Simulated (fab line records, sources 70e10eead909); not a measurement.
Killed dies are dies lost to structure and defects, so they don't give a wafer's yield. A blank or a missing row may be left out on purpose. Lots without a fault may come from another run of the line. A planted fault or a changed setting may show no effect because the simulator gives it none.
Problem report in the 8D (eight disciplines) form, filled by code | flow nand_harc | the parts of the form that need people (team, actions taken, sign-off) are left out

1. THE PROBLEM
rf_fwd_power_W at NHARC_P_BONDPAD_ETCH_12 reads a mean of 697.1 W on 6 wafers of 2 lots; wafers without a fault read 496.9 W with a standard deviation of 2. That is +99 or more standard deviations from the usual mean.
The step: etches the open film in CHF3/O2, target depth 200 nm, time 100 s.
First seen on wafer L238.3, day 14 05:25, on rie_diel-02. The record holds 18 wafers of 6 lots with a number at this step. Rule for "out", or "out of limits": more than 4 standard deviations from the usual mean. The other wafers with a number count as sound.

2. WHAT IT IS AND WHAT IT IS NOT
question                    | is                             | is not
which readings at this step | rf_fwd_power_W, oes_product_au | drypump_motor_current_A, rf_vpp_V, showerhead_plenum_p_Torr, throttle_valve_pct
which lots                  | L238, L239                     | L220, L229, L231, L233
which wafers of those lots  | all that have a number         | -
read on which tools         | rie_diel-02                    | rie_diel-03
when                        | from day 14 05:25              | up to then (12 sound wafers)

3. SUSPECTS, AND WHAT RULES EACH OUT
Counting: a tool at a process step up to the reading stays a suspect if it ran every lot that is out and no sound lot after the first of them.
- rie_diel-02 at NHARC_P_BONDPAD_DESCUM_11 (chemistry O2, time 3 s): kept. It ran every lot that is out, first L238 (day 14 05:14), and no sound lot after that; its last sound lot up to then is L220 (day 6 14:22).
- rie_diel-02 at NHARC_P_BONDPAD_ETCH_37 (etches the open film in N2/H2, target depth 60 nm, overetch 18 nm, time 65.91 s): kept. It ran every lot that is out, first L238 (day 14 05:19), and no sound lot after that; its last sound lot up to then is L220 (day 6 14:28).
- rie_diel-02 at NHARC_P_BONDPAD_ETCH_12 (etches the open film in CHF3/O2, target depth 200 nm, time 100 s): kept. It ran every lot that is out, first L238 (day 14 05:25), and no sound lot after that; its last sound lot up to then is L220 (day 6 14:35). Its own readings are out on those wafers: oes_product_au, rf_fwd_power_W.
Left after counting: rie_diel-02 at NHARC_P_BONDPAD_DESCUM_11, rie_diel-02 at NHARC_P_BONDPAD_ETCH_37, rie_diel-02 at NHARC_P_BONDPAD_ETCH_12.

4. THE CAUSE (what the simulator had put in)
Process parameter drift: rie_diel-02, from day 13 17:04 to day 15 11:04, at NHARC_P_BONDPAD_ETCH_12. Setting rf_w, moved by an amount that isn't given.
Counting left 3 suspects, and this tool is among them.

5. THE CHAIN OF EFFECTS, in route order
Each row: a reading whose mean over the struck wafers that have a number lies more than 3 standard deviations from the usual. Only readings for which the record gives a usual standard deviation are gone through. hours: the time from each lot's start at the first step in this table that gives one to its start at this step, as a median over the lots. sigmas: the change in usual standard deviations.
hours | step                    | reading        | usual      | on struck wafers | change | sigmas
0     | NHARC_P_BONDPAD_ETCH_12 | oes_product_au | 0.941 a.u. | 1.173            | +0.232 | +11
0     | NHARC_P_BONDPAD_ETCH_12 | rf_fwd_power_W | 496.9 W    | 697.1            | +200.2 | +99 or more
The process steps in it:
- NHARC_P_BONDPAD_ETCH_12: etches the open film in CHF3/O2, target depth 200 nm, time 100 s.
Later measuring or inspecting steps at which every struck wafer that the step has a row for has a number for every such reading, and none has moved that far: NHARC_P_BONDPAD_CD_MEAS_13.

6. WHAT WOULD HAVE CAUGHT IT SOONER
In this record the first reading out of limits was taken at day 14 05:25, 12 hours after the fault began at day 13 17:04.
